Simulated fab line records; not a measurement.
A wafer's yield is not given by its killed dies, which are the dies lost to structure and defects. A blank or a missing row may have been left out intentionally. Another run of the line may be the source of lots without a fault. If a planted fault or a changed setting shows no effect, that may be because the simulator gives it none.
Which of the tools did it?	flow nand-harc	12 lots, 32 wafers sampled, at 7 steps of a route of 1302

WHAT EACH GAUGE READ, for each wafer
NHARC_A_BLC_CD_MEAS_19.
lot	measured	on	cd-nm (nm)
L346	day 22 20:28	cd-sem-02	98.3 100.2 101.8
L348	day 23 21:27	cd-sem-01	101.0 98.4 101.6
L352	day 24 12:45	cd-sem-01	97.3 97.1 98.5
L354	day 25 01:49	cd-sem-01	100.7 98.4 98.0
L353	day 25 18:38	cd-sem-03	97.4 98.4 100.1
L355	day 26 10:56	cd-sem-03	101.2 100.1 98.7
L359	day 28 00:05	cd-sem-01	97.9
L360	day 28 11:58	cd-sem-01	102.3
L365	day 30 14:17	cd-sem-03	99.1 97.8 101.0
L368	day 31 13:02	cd-sem-02	100.0 99.7 100.5
L367	day 32 16:51	cd-sem-01	99.6 100.9 98.5
L369	day 33 05:52	cd-sem-01	98.8 100.4 99.9

NHARC_A_M0_CD_MEAS_09: target cd 80 nm.
lot	measured	on	cd-nm (nm)
L346	day 22 23:16	cd-sem-01	80.6 79.5 80.0
L348	day 24 00:29	cd-sem-03	80.3 80.5 78.9
L352	day 24 15:30	cd-sem-02	79.6 79.8 79.6
L354	day 25 04:46	cd-sem-01	79.2 79.6 79.1
L353	day 25 21:25	cd-sem-01	79.5 79.9 80.2
L355	day 26 13:44	cd-sem-03	80.9 80.4 80.6
L359	day 28 03:01	cd-sem-02	74.5
L360	day 28 14:50	cd-sem-03	73.6
L365	day 30 17:09	cd-sem-03	79.9 80.7 79.7
L368	day 31 15:54	cd-sem-02	79.7 79.6 79.9
L367	day 32 19:37	cd-sem-02	80.7 80.4 80.4
L369	day 33 08:47	cd-sem-02	80.5 80.7 80.1

NHARC_A_M0_CD_MEAS_16.
lot	measured	on	cd-nm (nm)
L346	day 22 23:47	cd-sem-02	80.5 80.0 79.8
L348	day 24 01:00	cd-sem-03	80.0 79.3 79.1
L352	day 24 15:59	cd-sem-01	79.7 79.2 79.4
L354	day 25 05:15	cd-sem-02	79.4 80.3 78.8
L353	day 25 21:55	cd-sem-01	80.3 80.2 79.5
L355	day 26 14:13	cd-sem-01	80.7 79.5 80.2
L359	day 28 03:30	cd-sem-01	74.1
L360	day 28 15:23	cd-sem-03	72.4
L365	day 30 17:38	cd-sem-02	80.7 80.4 80.2
L368	day 31 16:26	cd-sem-02	80.1 79.4 79.4
L367	day 32 20:06	cd-sem-03	81.6 80.9 80.9
L369	day 33 09:17	cd-sem-01	80.4 80.4 80.4

NHARC_END_SORT_01.
lot	measured	on	killed-at-array	killed-at-other	killed-at-periphery	killed-dies	killed-open	killed-short
L359	day 30 02:20	prober-01	56	0	4	60	2	4
L360	day 30 08:07	prober-02	75	1	3	79	3	3

WHAT TOOL EACH LOT RAN ON (gives the tool, then ch and the chambers of the sampled wafers, and finally the start)
lot	NHARC_A_BLC_ETCH_16	NHARC_A_BLC_ETCH_17	NHARC_A_M0_PEB_07
L346	rie-diel-12 ch 1,3, day 22 19:29	rie-diel-12 ch 0,1,3, day 22 20:28 or earlier	litho-track-06 ch 0, day 22 23:11
L348	rie-diel-12 ch 0,1,2, day 23 20:34	rie-diel-12 ch 1,2,3, day 23 21:27 or earlier	litho-track-01 ch 0, day 24 00:24
L352	rie-diel-08 ch 0,1, day 24 11:52	rie-diel-08 ch 2,3, day 24 12:45 or earlier	litho-track-06 ch 0, day 24 15:25
L354	rie-diel-08 ch 0,1,3, day 25 00:56	rie-diel-08 ch 1,2,3, day 25 01:49 or earlier	litho-track-01 ch 0, day 25 04:41
L353	rie-diel-12 ch 0,2,3, day 25 17:46	rie-diel-12 ch 1,2,3, day 25 18:38 or earlier	litho-track-06 ch 0, day 25 21:20
L355	rie-diel-12 ch 0,2, day 26 09:53	rie-diel-12 ch 0,1,2, day 26 10:56 or earlier	litho-track-06 ch 0, day 26 13:39
L359	rie-diel-08 ch 3, day 27 23:14	rie-diel-08 ch 2, day 28 00:05 or earlier	litho-track-01 ch 0, day 28 02:55
L360	rie-diel-12 ch 3, day 28 11:06	rie-diel-12 ch 0, day 28 11:58 or earlier	litho-track-01 ch 0, day 28 14:46
L365	rie-diel-08 ch 0,1,3, day 30 13:24	rie-diel-08 ch 0,1, day 30 14:17 or earlier	litho-track-06 ch 0, day 30 17:04
L368	rie-diel-12 ch 1,2,3, day 31 12:09	rie-diel-12 ch 1,2,3, day 31 13:02 or earlier	litho-track-04 ch 0, day 31 15:49
L367	rie-diel-12 ch 2,3, day 32 15:58	rie-diel-12 ch 0,2, day 32 16:51 or earlier	litho-track-06 ch 0, day 32 19:32
L369	rie-diel-12 ch 0,2,3, day 33 04:59	rie-diel-12 ch 0,1,3, day 33 05:52 or earlier	litho-track-06 ch 0, day 33 08:43
- NHARC_A_BLC_ETCH_16: etches the open film in CF4, target depth 39 nm, time 65 s.
- NHARC_A_BLC_ETCH_17: etches the open film in N2/H2, target depth 390 nm, time 609.38 s.
- NHARC_A_M0_PEB_07: peb time 65 s.

WHAT THE TOOLS THEMSELVES READ (means of the sampled wafers that have a number; where no wafer has one, the mark that the record gives instead)
NHARC_A_BLC_ETCH_16.
lot	tool	bias-w (W)	drypump-motor-current-A (A)	oes-product-au (a.u.)	rf-vpp-V (V)	showerhead-plenum-p-Torr (Torr)	throttle-valve-pct (%)
L346	rie-diel-12	99.6	6.0	0.997	150.3	1.72	13.284
L348	rie-diel-12	100.1	5.9	0.996	150.8	1.72	13.284
L352	rie-diel-08	100.1	6.1	1.005	150.1	1.70	13.288
L354	rie-diel-08	100.2	6.2	1.002	151.3	1.77	13.283
L353	rie-diel-12	100.2	5.4	1.000	150.1	1.69	13.291
L355	rie-diel-12	100.1	5.5	0.996	150.7	1.71	13.281
L359	rie-diel-08	100.6	5.9	1.005	152.3	1.88	13.282
L360	rie-diel-12	99.4	5.1	1.011	148.5	1.65	13.295
L365	rie-diel-08	100.1	6.2	1.003	151.0	1.77	13.285
L368	rie-diel-12	99.9	5.6	1.004	150.2	1.69	13.277
L367	rie-diel-12	99.9	5.2	1.000	149.9	1.67	13.282
L369	rie-diel-12	100.2	5.4	1.006	149.5	1.68	13.281

NHARC_A_BLC_ETCH_17.
lot	tool	bias-w (W)	drypump-motor-current-A (A)	oes-product-au (a.u.)	rf-vpp-V (V)	showerhead-plenum-p-Torr (Torr)	throttle-valve-pct (%)
L346	rie-diel-12	150.4	5.9	0.997	428.3	1.96	14.170
L348	rie-diel-12	149.7	5.6	1.000	428.1	1.95	14.170
L352	rie-diel-08	150.2	5.9	0.999	431.8	2.12	14.166
L354	rie-diel-08	149.9	6.2	0.995	431.6	2.08	14.179
L353	rie-diel-12	149.8	5.6	0.996	428.5	1.95	14.169
L355	rie-diel-12	150.5	5.9	0.996	427.5	1.98	14.168
L359	rie-diel-08	150.4	5.9	1.002	429.2	1.99	14.168
L360	rie-diel-12	150.0	6.0	0.993	427.9	1.97	14.163
L365	rie-diel-08	149.5	6.1	1.008	428.5	1.95	14.175
L368	rie-diel-12	149.5	5.6	1.003	427.9	1.94	14.168
L367	rie-diel-12	149.9	5.5	1.008	428.8	1.95	14.164
L369	rie-diel-12	150.1	5.9	1.002	428.4	1.95	14.164

NHARC_A_M0_PEB_07.
lot	tool	heater-power-total-W (W)	plate-temp-C (C)
L346	litho-track-06	156.7	99.87
L348	litho-track-01	156.2	99.95
L352	litho-track-06	156.8	99.97
L354	litho-track-01	156.5	100.08
L353	litho-track-06	156.9	100.14
L355	litho-track-06	156.3	99.91
L359	litho-track-01	153.4	98.36
L360	litho-track-01	153.0	98.42
L365	litho-track-06	156.1	99.95
L368	litho-track-04	156.7	99.92
L367	litho-track-06	156.7	99.96
L369	litho-track-06	156.9	100.04

THE ANSWER, worked out from the rows above alone
Rule: the usual values come from the lots themselves. Put in order of their means at a reading, lots are off if they are a third of the lots or fewer, leave a main group of 4 or more, and stand apart from it by a gap of 3 or more times the standard deviation of the main group's means; of several such gaps the widest counts. The tables above print the reading to a certain number of digits; a main group whose means all agree to those digits is not used. A lot without any number at a reading at which 4 lots or more have one is off too. Where the step has rows for the other lots, those lots are counted as sound. The gauges are gone through in route order, then the tools' own readings, and for those a lot's mean is taken as printed above. At the first step where some lot is off, the reading lying furthest off is the one used; lots without a number count as furthest.
Off: L359, L360, at NHARC_A_M0_CD_MEAS_09 (cd-nm). Main group: mean 80.0 nm, sd 0.39.
If a tool, at a process step before that reading, ran all the lots that are off and no sound lot after the first of them, it fits. Not tried: the gauges at NHARC_A_M0_CD_MEAS_09; whatever is off there is also off at NHARC_A_M0_PEB_07, on other tools, and gauge error can't account for it. NHARC_A_BLC_ETCH_17: start missing for some lots; hours and lot order therefore follow NHARC_A_BLC_CD_MEAS_19. One candidate fits, namely litho-track-01 at NHARC_A_M0_PEB_07. Its last sound lot is L354 (day 25 04:41), its first lot that is off L359 (day 28 02:55): a fault that began between those two fits.
The tool's own readings at NHARC_A_M0_PEB_07 bear it out: on the lots that are off they differ by more than 5 times the standard deviation of the sound lots' means. heater-power-total-W reads 153.2 W there against 156.6 W on the sound lots; plate-temp-C reads 98.39 C there against 99.98 C on the sound lots.

WHAT THE SIMULATOR HAD INSERTED
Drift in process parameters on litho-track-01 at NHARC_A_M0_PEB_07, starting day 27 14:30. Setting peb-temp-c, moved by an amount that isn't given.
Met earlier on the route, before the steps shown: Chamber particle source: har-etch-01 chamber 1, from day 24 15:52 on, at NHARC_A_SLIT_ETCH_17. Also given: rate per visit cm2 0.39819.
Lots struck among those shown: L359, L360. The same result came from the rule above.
